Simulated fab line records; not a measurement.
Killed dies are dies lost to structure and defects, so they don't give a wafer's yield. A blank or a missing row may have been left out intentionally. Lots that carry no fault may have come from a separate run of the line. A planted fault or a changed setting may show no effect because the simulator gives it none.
fab line records -- flow nand-harc -- part 1 of 2: steps 1 to 26 of 38
[record] lots = 5, wafers = 15, last-day = 33
route steps=1302 shown A_STAIRCASE@745
lots with no fault: from the same line, run without faults
start-h: hours from the record's opening day to when the first of the lot's shown wafers began -- wait-h: hours elapsed since this lot's preceding step -- " identical to the entry in the row above -- L1.1+2: a single row standing in for several wafers -- - no value present, or no start provided -- * or withheld: withheld -- < > ~ a bound
route shown NAME@n: NAME is a module with steps in the file, n the number in the route of the first one -- usual: average and standard deviation across the fault-free wafers -- same: alike in all rows -- chamber/n: place in a boat -- sites: the reading at each site -- _std_site: the values' standard deviation -- _edge_site: mean of outer sites minus mean of inner sites -- radius-mm: how far each site lies from the wafer's centre -- mask NAME#n: copy n -- behind: tool/chamber where the wafer was last shaped -- hold: the reason the lot was held/the length of the hold in hours/how it ended -- device: whichever transistor did not switch (one of n, p or np) -- end of line: the tests these same wafers got at the end of their route -- a step with no rows: only its recipe -- killed: not the wafer's yield, but the dies lost to structure and defects at the first sort -- map: per-die view of a wafer (x killed, . not killed, _ where there is no die)
set.NAME: setting as actually run; set.NAME@STEP: the setting as run at that earlier step -- model.NAME: the simulator's own value behind a step, which no gauge read
certain route steps with their lots: each step a table, each wafer a row
services: a tool's chamber out of use, with start hour (start-h, from the record's first day; less than 0 if before it), hours out, and reason
[[steps]]
[step NHARC_A_STAIRCASE_TRIM_231]
[recipe] time-s = 211.2, o2-flow-sccm = 500, ar-flow-sccm = 0, bias-w = 0, chemistry = O2
[usual] drypump-motor-current-A = 5.5/0.3, oes-product-au = 0.996/0.014, rf-vpp-V = 57.9/0.85, showerhead-plenum-p-Torr = 3.58/0.16, throttle-valve-pct = 17.036/0.0099
[same] time-s = 211.2
lot.wafer,tool,chamber,start-h,wait-h,drypump-motor-current-A,oes-product-au,rf-hours-counter-h,rf-vpp-V,showerhead-plenum-p-Torr,throttle-valve-pct
L074.2,rie-diel-02,3,-,-,5.3,1.009,55,57.8,3.56,17.046
L074.3,rie-diel-02,0,-,-,5.8,0.995,52,57.6,3.31,17.033
L074.5,rie-diel-02,1,-,-,5.6,0.989,-,57.6,3.28,17.038
L082.4,rie-diel-03,1,-,-,5.8,1.000,48,58.1,3.77,17.040
L082.3,rie-diel-03,2,-,-,5.4,1.018,50,58.5,3.58,17.029
L082.6,rie-diel-03,1,-,-,5.8,0.996,-,59.2,3.77,17.036
L083.1,rie-diel-06,3,-,-,5.9,1.001,42,57.3,3.57,17.031
L083.3,rie-diel-06,1,-,-,5.2,0.969,43,58.7,3.48,17.039
L083.6,rie-diel-06,2,-,-,5.4,0.978,-,57.2,3.40,17.036
L096.1,rie-diel-03,1,-,-,5.9,1.005,39,58.3,3.74,17.021
L096.5,rie-diel-03,0,-,-,5.2,0.976,-,56.9,3.79,17.042
L096.6,rie-diel-03,1,-,-,5.9,1.004,-,57.1,3.74,17.038
L095.1,rie-diel-06,3,-,-,5.9,0.986,28,58.7,3.55,17.035
L095.2,rie-diel-06,1,-,-,5.3,1.012,32,55.2,3.46,17.043
L095.4,rie-diel-06,2,-,-,5.4,1.011,30,57.5,3.38,17.038
[step NHARC_A_STAIRCASE_ETCH_232]
[recipe] target-depth-a = 1000, time-s = 40.5, ion-energy-ev = 400, c4f8-flow-sccm = 20, o2-flow-sccm = 10, ar-flow-sccm = withheld, rf-w = 600, bias-w = 1000, chemistry = C4F8/O2
[usual] oes-product-au = 0.947/0.015, rf-vpp-V = 897/5.8
[same] time-s = 40.5
lot.wafer,tool,chamber,start-h,wait-h,oes-product-au,rf-hours-counter-h,rf-vpp-V
L074.3,rie-diel-02,2,-,-,0.934,55,900
L074.2,rie-diel-02,1,-,-,0.921,53,886
L074.5,rie-diel-02,2,-,-,0.940,-,901
L082.4,rie-diel-03,0,-,-,0.944,50,886
L082.3,rie-diel-03,1,-,-,0.943,48,906
L082.6,rie-diel-03,2,-,-,0.976,-,897
L083.3,rie-diel-06,1,-,-,0.922,43,894
L083.1,rie-diel-06,3,-,-,0.927,42,899
L083.6,rie-diel-06,2,-,-,0.928,-,891
L096.1,rie-diel-03,0,-,-,0.908,33,905
L096.5,rie-diel-03,3,-,-,0.943,-,894
L096.6,rie-diel-03,0,-,-,0.908,-,906
L095.4,rie-diel-06,0,-,-,0.931,35,903
L095.2,rie-diel-06,1,-,-,0.959,32,892
L095.1,rie-diel-06,2,-,-,0.949,30,890
[step NHARC_A_STAIRCASE_TRIM_233]
[recipe] time-s = 211.2, o2-flow-sccm = 500, ar-flow-sccm = 0, bias-w = 0, chemistry = O2
[usual] drypump-motor-current-A = 5.5/0.3, oes-product-au = 0.997/0.014, rf-vpp-V = 57.9/0.89, showerhead-plenum-p-Torr = 3.57/0.15, throttle-valve-pct = 17.037/0.0096
[same] time-s = 211.2
lot.wafer,tool,chamber,start-h,wait-h,drypump-motor-current-A,oes-product-au,rf-hours-counter-h,rf-vpp-V,showerhead-plenum-p-Torr,throttle-valve-pct
L074.3,rie-diel-02,2,-,-,5.9,0.997,55,56.0,3.65,17.025
L074.2,rie-diel-02,1,-,-,5.6,0.994,53,57.6,3.28,17.038
L074.5,rie-diel-02,2,-,-,5.9,1.001,-,58.4,3.65,17.045
L082.4,rie-diel-03,2,-,-,5.4,1.019,50,57.1,3.57,17.035
L082.3,rie-diel-03,1,-,-,5.9,1.002,48,57.9,3.77,17.046
L082.6,rie-diel-03,3,-,-,5.6,0.994,-,59.2,3.49,17.048
L083.1,rie-diel-06,2,-,-,5.4,0.986,40,57.5,3.39,17.027
L083.3,rie-diel-06,3,-,-,6.0,1.006,42,58.5,3.57,17.031
L083.6,rie-diel-06,2,-,-,5.4,0.977,-,57.5,3.39,17.037
L096.1,rie-diel-03,2,-,-,5.4,1.005,38,57.9,3.55,17.059
L096.6,rie-diel-03,3,-,-,5.6,1.007,-,58.9,3.47,17.037
L096.5,rie-diel-03,0,-,-,5.2,0.978,-,57.1,3.79,17.039
L095.4,rie-diel-06,3,-,-,5.9,0.989,28,58.8,3.55,17.023
L095.2,rie-diel-06,0,-,-,5.0,0.980,35,58.9,3.73,17.020
L095.1,rie-diel-06,1,-,-,5.3,1.010,32,57.2,3.46,17.036
[step NHARC_A_STAIRCASE_ETCH_234]
[recipe] target-depth-a = 1000, time-s = 40.5, ion-energy-ev = 400, c4f8-flow-sccm = 20, o2-flow-sccm = 10, ar-flow-sccm = withheld, rf-w = 600, bias-w = 1000, chemistry = C4F8/O2
[usual] oes-product-au = 0.940/0.015, rf-vpp-V = 898/5.7
[same] time-s = 40.5
lot.wafer,tool,chamber,start-h,wait-h,oes-product-au,rf-hours-counter-h,rf-vpp-V
L074.3,rie-diel-02,0,-,-,0.938,52,888
L074.2,rie-diel-02,3,-,-,0.943,55,896
L074.5,rie-diel-02,0,-,-,0.950,-,887
L082.4,rie-diel-03,3,-,-,0.959,52,894
L082.3,rie-diel-03,1,-,-,0.943,48,905
L082.6,rie-diel-03,3,-,-,0.963,-,895
L083.1,rie-diel-06,3,-,-,0.935,42,897
L083.3,rie-diel-06,1,-,-,0.920,43,894
L083.6,rie-diel-06,0,-,-,0.930,-,903
L096.1,rie-diel-03,1,-,-,0.927,39,904
L096.6,rie-diel-03,3,-,-,0.947,-,894
L096.5,rie-diel-03,0,-,-,0.910,-,905
L095.1,rie-diel-06,0,-,-,0.931,35,904
L095.2,rie-diel-06,2,-,-,0.944,30,890
L095.4,rie-diel-06,3,-,-,0.928,29,897
[step NHARC_A_STAIRCASE_TRIM_235]
[recipe] time-s = 211.2, o2-flow-sccm = 500, ar-flow-sccm = 0, bias-w = 0, chemistry = O2
[usual] drypump-motor-current-A = 5.5/0.31, oes-product-au = 0.998/0.012, rf-vpp-V = 57.9/0.87, showerhead-plenum-p-Torr = 3.58/0.16, throttle-valve-pct = 17.037/0.0088
[same] time-s = 211.2
lot.wafer,tool,chamber,start-h,wait-h,drypump-motor-current-A,oes-product-au,rf-hours-counter-h,rf-vpp-V,showerhead-plenum-p-Torr,throttle-valve-pct
L074.3,rie-diel-02,1,-,-,5.6,0.988,53,57.0,3.28,17.036
L074.2,rie-diel-02,0,-,-,5.8,0.994,52,58.1,3.31,17.030
L074.5,rie-diel-02,1,-,-,5.6,0.991,-,57.4,3.28,17.040
L082.3,rie-diel-03,1,-,-,5.8,1.000,48,58.6,3.77,17.022
L082.4,rie-diel-03,2,-,-,5.4,1.013,51,58.7,3.57,17.039
L082.6,rie-diel-03,1,-,-,5.8,1.005,-,58.6,3.77,17.038
L083.3,rie-diel-06,3,-,-,6.0,0.992,42,55.9,3.57,17.032
L083.1,rie-diel-06,0,-,-,5.0,0.993,45,59.3,3.75,17.022
L083.6,rie-diel-06,3,-,-,6.0,0.998,-,58.2,3.57,17.042
L096.1,rie-diel-03,0,-,-,5.2,0.981,33,59.4,3.79,17.051
L096.5,rie-diel-03,0,-,-,5.2,0.985,-,58.6,3.79,17.046
L096.6,rie-diel-03,1,-,-,5.8,1.007,-,58.5,3.74,17.039
L095.1,rie-diel-06,0,-,-,5.0,0.977,35,58.2,3.73,17.026
L095.4,rie-diel-06,1,-,-,5.3,1.016,32,56.9,3.46,17.028
L095.2,rie-diel-06,3,-,-,6.0,0.997,29,57.8,3.55,17.039
[step NHARC_A_STAIRCASE_ETCH_236]
[recipe] target-depth-a = 1000, time-s = 40.5, ion-energy-ev = 400, c4f8-flow-sccm = 20, o2-flow-sccm = 10, ar-flow-sccm = withheld, rf-w = 600, bias-w = 1000, chemistry = C4F8/O2
[usual] oes-product-au = 0.941/0.013, rf-vpp-V = 898/5.9
[same] time-s = 40.5
lot.wafer,tool,chamber,start-h,wait-h,oes-product-au,rf-hours-counter-h,rf-vpp-V
L074.3,rie-diel-02,2,-,-,0.935,55,900
L074.2,rie-diel-02,3,-,-,0.951,55,897
L074.5,rie-diel-02,3,-,-,0.951,-,898
L082.3,rie-diel-03,1,-,-,0.937,48,904
L082.4,rie-diel-03,2,-,-,0.950,51,898
L082.6,rie-diel-03,3,-,-,0.963,-,895
L083.3,rie-diel-06,2,-,-,0.925,40,890
L083.1,rie-diel-06,3,-,-,0.949,42,897
L083.6,rie-diel-06,0,-,-,0.937,-,903
L096.1,rie-diel-03,0,-,-,0.925,35,905
L096.5,rie-diel-03,1,-,-,0.941,-,904
L096.6,rie-diel-03,2,-,-,0.953,-,896
L095.1,rie-diel-06,2,-,-,0.949,30,891
L095.4,rie-diel-06,0,-,-,0.910,35,902
L095.2,rie-diel-06,1,-,-,0.963,32,893
[step NHARC_A_STAIRCASE_STRIP_238]
[recipe] power-w = 1500, temp-c = 250, chemistry = O2
[usual] drypump-motor-current-A = 5.2/0.5, heater-power-w = 308/18
lot.wafer,tool,chamber,start-h,wait-h,drypump-motor-current-A,heater-power-w,rf-hours-counter-h
L074.2,plasma-asher-02,1,381.24,0.1,5.1,302,26
L074.3,plasma-asher-02,0,381.24,0.1,4.7,327,-
L074.5,plasma-asher-02,1,381.24,0.1,5.1,298,-
L082.4,plasma-asher-01,1,424.93,0.2,6.1,302,-
L082.3,plasma-asher-01,0,424.93,0.2,5.1,287,-
L082.6,plasma-asher-01,0,424.93,0.2,5.1,296,-
L083.1,plasma-asher-02,1,465.15,0.1,5.0,298,7
L083.3,plasma-asher-02,1,465.15,0.1,5.1,295,-
L083.6,plasma-asher-02,0,465.15,0.1,4.7,345,-
L096.1,plasma-asher-01,1,583.01,0.1,6.1,300,11
L096.5,plasma-asher-01,1,583.01,0.1,6.1,297,-
L096.6,plasma-asher-01,0,583.01,0.1,5.0,295,-
L095.2,plasma-asher-02,0,586.86,0.1,4.7,338,31
L095.1,plasma-asher-02,1,586.86,0.1,5.0,302,31
L095.4,plasma-asher-02,0,586.86,0.1,4.8,346,-
[step NHARC_A_STAIRCASE_STRIP_239]
[recipe] time-s = 900, temp-c = 130, chemistry = SPM
[same] time-s = 900
lot.wafer,tool,chamber,start-h,wait-h
L074.3+5+2,wet-bench-07,"4,5,6",381.61,0.2
L082.4+6+3,wet-bench-05,"1,2,4",425.20,0.2
L083.1+3+6,wet-bench-07,"7,1,2",465.46,0.3
L096.5+1+6,wet-bench-07,"5,6,1",583.36,0.1
L095.1+4+2,wet-bench-05,"7,0,1",587.24,0.3
[step NHARC_A_STAIRCASE_PRECLEAN_240]
[recipe] time-s = *, temp-c = 50, bath-age-min = 0, chemistry = SC1
[same] time-s = *
lot.wafer,tool,chamber,start-h,wait-h
L074.3+5+2,wet-bench-07,"4,5,6",-,-
L082.4+6+3,wet-bench-05,"1,2,4",-,-
L083.1+3+6,wet-bench-07,"7,1,2",-,-
L096.5+1+6,wet-bench-07,"5,6,1",-,-
L095.1+4+2,wet-bench-05,"7,0,1",-,-
[step NHARC_A_STAIRCASE_SRD_241]
lot.wafer,tool,chamber,start-h,wait-h
L074.3+5+2,wet-bench-07,"4,5,6",-,-
L082.4+6+3,wet-bench-05,"1,2,4",-,-
L083.1+3+6,wet-bench-07,"7,1,2",-,-
L096.5+1+6,wet-bench-07,"5,6,1",-,-
L095.1+4+2,wet-bench-05,"7,0,1",-,-
[step NHARC_A_STAIRCASE_DEHYDRATE_242]
[recipe] temp-c = 150, time-s = 120
[same] time-s = 120
lot.wafer,tool,chamber,start-h,wait-h
L074.2+3+5,litho-track-07,0,382.05,-
L082.3+4+6,litho-track-02,0,425.64,-
L083.1+3+6,litho-track-07,0,465.90,-
L096.1+5+6,litho-track-03,0,583.82,-
L095.1+2+4,litho-track-03,0,587.67,-
[step NHARC_A_STAIRCASE_HMDS_243]
[recipe] time-s = 30
[same] time-s = 30
lot.wafer,tool,chamber,start-h,wait-h
L074.2+3+5,litho-track-07,0,-,-
L082.3+4+6,litho-track-02,0,-,-
L083.1+3+6,litho-track-07,0,-,-
L096.1+5+6,litho-track-03,0,-,-
L095.1+2+4,litho-track-03,0,-,-
[step NHARC_A_STAIRCASE_COAT_244]
[recipe] spin-rpm = 1200
lot.wafer,tool,chamber,start-h,wait-h
L074.2+3+5,litho-track-07,0,-,-
L082.3+4+6,litho-track-02,0,-,-
L083.1+3+6,litho-track-07,0,-,-
L096.1+5+6,litho-track-03,0,-,-
L095.1+2+4,litho-track-03,0,-,-
[step NHARC_A_STAIRCASE_SOFTBAKE_245]
[recipe] temp-c = 135, time-s = 170
[same] time-s = 170
lot.wafer,tool,chamber,start-h,wait-h
L074.2+3+5,litho-track-07,0,-,-
L082.3+4+6,litho-track-02,0,-,-
L083.1+3+6,litho-track-07,0,-,-
L096.1+5+6,litho-track-03,0,-,-
L095.1+2+4,litho-track-03,0,-,-
[step NHARC_A_STAIRCASE_EBR_246]
lot.wafer,tool,chamber,start-h,wait-h
L074.2+3+5,litho-track-07,0,-,-
L082.3+4+6,litho-track-02,0,-,-
L083.1+3+6,litho-track-07,0,-,-
L096.1+5+6,litho-track-03,0,-,-
L095.1+2+4,litho-track-03,0,-,-
[step NHARC_A_STAIRCASE_EXPOSE_247]
[recipe] na = 0.5, dose-mj = 25.34, mask-id = SDS_1
[usual] focus-offset-nm = 0.0/0.44
lot.wafer,tool,chamber,start-h,wait-h,mask,focus-offset-nm
L074.2,krf-scanner-02,0,382.26,-,SDS_1#0,-1.3
L074.3,krf-scanner-02,0,382.26,-,SDS_1#0,-0.3
L074.5,krf-scanner-02,0,382.26,-,SDS_1#0,-0.3
L082.3,krf-scanner-02,0,425.98,-,SDS_1#0,0.0
L082.4,krf-scanner-02,0,425.98,-,SDS_1#0,-0.7
L082.6,krf-scanner-02,0,425.98,-,SDS_1#0,0.6
L083.1,krf-scanner-03,0,466.24,-,SDS_1#0,0.2
L083.3,krf-scanner-03,0,466.24,-,SDS_1#0,0.2
L083.6,krf-scanner-03,0,466.24,-,SDS_1#0,0.2
L096.1,krf-scanner-01,0,584.15,-,SDS_1#0,0.3
L096.5,krf-scanner-01,0,584.15,-,SDS_1#0,0.5
L096.6,krf-scanner-01,0,584.15,-,SDS_1#0,-0.3
L095.1,krf-scanner-03,0,588.00,-,SDS_1#0,-0.4
L095.2,krf-scanner-03,0,588.00,-,SDS_1#0,0.3
L095.4,krf-scanner-03,0,588.00,-,SDS_1#0,0.6
[step NHARC_A_STAIRCASE_PEB_248]
[recipe] peb-temp-c = 115, peb-time-s = 130
lot.wafer,tool,chamber,start-h,wait-h
L074.2+3+5,litho-track-03,0,382.32,0.1
L082.3+4+6,litho-track-03,0,426.04,0.1
L083.1+3+6,litho-track-02,0,466.30,0.1
L096.1+5+6,litho-track-07,0,584.22,0.1
L095.1+2+4,litho-track-03,0,588.07,0.1
[step NHARC_A_STAIRCASE_DEVELOP_249]
[recipe] time-s = 140
[same] time-s = 140
lot.wafer,tool,chamber,start-h,wait-h
L074.2+3+5,litho-track-03,0,-,-
L082.3+4+6,litho-track-03,0,-,-
L083.1+3+6,litho-track-02,0,-,-
L096.1+5+6,litho-track-07,0,-,-
L095.1+2+4,litho-track-03,0,-,-
[step NHARC_A_STAIRCASE_HARDBAKE_251]
[recipe] temp-c = 120, time-s = 140
[same] time-s = 140
lot.wafer,tool,chamber,start-h,wait-h
L074.2+3+5,litho-track-07,0,382.54,-
L082.3+4+6,litho-track-02,0,426.26,-
L083.1+3+6,litho-track-03,0,466.52,-
L096.1+5+6,litho-track-02,0,584.44,-
L095.1+2+4,litho-track-03,0,588.28,-
[step NHARC_A_STAIRCASE_DESCUM_252]
[recipe] time-s = 3, o2-flow-sccm = 200, ar-flow-sccm = 0, bias-power-w = 0, chemistry = O2
[usual] drypump-motor-current-A = 5.5/0.31, oes-product-au = 0.996/0.013, rf-vpp-V = 57.8/0.98, showerhead-plenum-p-Torr = 1.94/0.088, throttle-valve-pct = 11.312/0.0092
[same] time-s = 3
lot.wafer,tool,chamber,start-h,wait-h,drypump-motor-current-A,oes-product-au,rf-hours-counter-h,rf-vpp-V,showerhead-plenum-p-Torr,throttle-valve-pct
L074.3,rie-diel-06,1,382.65,-,5.3,0.982,16,57.1,1.89,11.308
L074.2,rie-diel-06,2,382.65,-,5.4,0.991,16,57.6,1.84,11.290
L074.5,rie-diel-06,3,382.65,-,5.9,0.997,-,57.8,1.95,11.305
L082.4,rie-diel-03,0,426.35,-,5.2,1.007,50,56.8,1.77,11.322
L082.3,rie-diel-03,1,426.35,-,5.8,1.006,49,59.5,2.05,11.330
L082.6,rie-diel-03,0,426.35,-,5.2,1.007,-,55.0,1.77,11.307
L083.3,rie-diel-02,3,466.62,-,5.2,1.007,19,56.8,1.92,11.317
L083.1,rie-diel-02,0,466.62,-,5.8,0.986,22,58.8,1.78,11.303
L083.6,rie-diel-02,3,466.62,-,5.3,1.010,-,59.1,1.92,11.309
L096.1,rie-diel-03,0,584.53,-,5.2,0.979,35,57.8,2.06,11.314
L096.5,rie-diel-03,0,584.53,-,5.2,0.968,-,57.4,2.06,11.302
L096.6,rie-diel-03,1,584.53,-,5.8,1.001,-,58.9,2.04,11.311
L095.2,rie-diel-03,3,588.38,-,5.6,1.011,35,55.9,1.88,11.307
L095.4,rie-diel-03,0,588.38,-,5.2,0.981,36,58.6,2.06,11.331
L095.1,rie-diel-03,1,588.38,-,5.9,1.010,43,60.1,2.04,11.299
[step NHARC_A_STAIRCASE_ETCH_253]
[recipe] target-depth-a = 500, time-s = 20.2, ion-energy-ev = 400, c4f8-flow-sccm = 20, o2-flow-sccm = 10, ar-flow-sccm = withheld, rf-w = 600, bias-w = 1000, chemistry = C4F8/O2
[usual] oes-product-au = 0.954/0.021, rf-vpp-V = 897/5.2
[same] time-s = 20.2
lot.wafer,tool,chamber,start-h,wait-h,oes-product-au,rf-hours-counter-h,rf-vpp-V
L074.2,rie-diel-06,3,382.72,0.1,0.959,18,899
L074.3,rie-diel-06,2,382.72,0.1,0.965,16,891
L074.5,rie-diel-06,3,382.72,0.1,0.953,-,898
L082.3,rie-diel-03,0,426.45,0.1,0.964,50,887
L082.4,rie-diel-03,1,426.45,0.1,0.959,49,904
L082.6,rie-diel-03,2,426.45,0.1,0.984,-,899
L083.3,rie-diel-02,1,466.70,0.1,0.971,19,905
L083.1,rie-diel-02,3,466.70,0.1,0.969,19,897
L083.6,rie-diel-02,0,466.70,0.1,0.976,-,888
L096.1,rie-diel-03,3,584.62,0.1,0.975,34,893
L096.6,rie-diel-03,1,584.62,0.1,0.942,-,904
L096.5,rie-diel-03,2,584.62,0.1,0.954,-,898
L095.2,rie-diel-03,2,588.50,0.1,0.946,43,897
L095.4,rie-diel-03,3,588.50,0.1,0.946,35,894
L095.1,rie-diel-03,0,588.50,0.1,0.919,36,905
[step NHARC_A_STAIRCASE_STRIP_254]
[recipe] power-w = 1500, temp-c = 250, chemistry = O2
[usual] drypump-motor-current-A = 5.2/0.51, heater-power-w = 308/19
lot.wafer,tool,chamber,start-h,wait-h,drypump-motor-current-A,heater-power-w,rf-hours-counter-h
L074.2,plasma-asher-01,0,382.80,-,5.0,293,6
L074.3,plasma-asher-01,0,382.80,-,5.0,286,-
L074.5,plasma-asher-01,1,382.80,-,6.1,299,-
L082.3,plasma-asher-01,1,426.62,-,6.1,301,-
L082.4,plasma-asher-01,0,426.62,-,5.0,293,-
L082.6,plasma-asher-01,0,426.62,-,5.0,288,-
L083.1,plasma-asher-02,0,466.83,-,4.7,344,7
L083.3,plasma-asher-02,1,466.83,-,5.0,302,-
L083.6,plasma-asher-02,1,466.83,-,5.0,291,-
L096.1,plasma-asher-01,0,584.71,-,5.1,299,12
L096.6,plasma-asher-01,0,584.71,-,5.0,296,-
L096.5,plasma-asher-01,1,584.71,-,6.1,303,-
L095.2,plasma-asher-01,0,588.63,-,5.1,294,13
L095.1,plasma-asher-01,1,588.63,-,6.1,300,13
L095.4,plasma-asher-01,1,588.63,-,6.1,296,-
[step NHARC_A_STAIRCASE_STRIP_255]
[recipe] time-s = 900, temp-c = 130, chemistry = SPM
[same] time-s = 900
lot.wafer,tool,chamber,start-h,wait-h
L074.3+2+5,wet-bench-07,"2,6,7",383.15,0.2
L082.4+6+3,wet-bench-05,"6,7,0",426.89,0.2
L083.1+6+3,wet-bench-05,"2,4,6",467.14,0.3
L096.1+6+5,wet-bench-05,"2,3,7",585.05,0.3
L095.4+2+1,wet-bench-01,"2,5,6",588.99,0.2
[step NHARC_A_STAIRCASE_PRECLEAN_256]
[recipe] time-s = *, temp-c = 50, bath-age-min = 0, chemistry = SC1
[same] time-s = *
lot.wafer,tool,chamber,start-h,wait-h
L074.3+2+5,wet-bench-07,"2,6,7",-,-
L082.4+6+3,wet-bench-05,"6,7,0",-,-
L083.1+6+3,wet-bench-05,"2,4,6",-,-
L096.1+6+5,wet-bench-05,"2,3,7",-,-
L095.4+2+1,wet-bench-01,"2,5,6",-,-
[step NHARC_A_STAIRCASE_SRD_257]
lot.wafer,tool,chamber,start-h,wait-h
L074.3+2+5,wet-bench-07,"2,6,7",-,-
L082.4+6+3,wet-bench-05,"6,7,0",-,-
L083.1+6+3,wet-bench-05,"2,4,6",-,-
L096.1+6+5,wet-bench-05,"2,3,7",-,-
L095.4+2+1,wet-bench-01,"2,5,6",-,-
[step NHARC_A_STAIRCASE_HM_DEP_456]
[recipe] target-thk-a = 31000, temp-c = 400, material = aC
[usual] susceptor-temp-C = 399.97/0.23, throttle-valve-pct = 35.000/0.0088
lot.wafer,tool,chamber,start-h,wait-h,susceptor-temp-C,throttle-valve-pct
L074.2,acl-dep-02,0,388.76,-,400.11,35.009
L074.3,acl-dep-02,0,388.76,-,400.17,34.997
L074.5,acl-dep-02,0,388.76,-,400.22,34.993
L082.3,acl-dep-01,0,431.55,-,-,35.010
L082.4,acl-dep-01,0,431.55,-,-,35.022
L082.6,acl-dep-01,0,431.55,-,-,34.993
L083.1,acl-dep-01,0,467.60,-,400.13,34.997
L083.3,acl-dep-01,0,467.60,-,400.20,35.006
L083.6,acl-dep-01,0,467.60,-,399.74,34.998
L096.1,acl-dep-03,0,585.52,-,400.25,35.003
L096.5,acl-dep-03,0,586.77,-,400.20,34.996
L096.6,acl-dep-03,0,586.77,-,399.83,34.988
L095.1,acl-dep-03,0,589.45,-,399.86,35.006
L095.2,acl-dep-03,0,589.45,-,399.90,35.013
L095.4,acl-dep-03,0,589.45,-,399.94,34.993
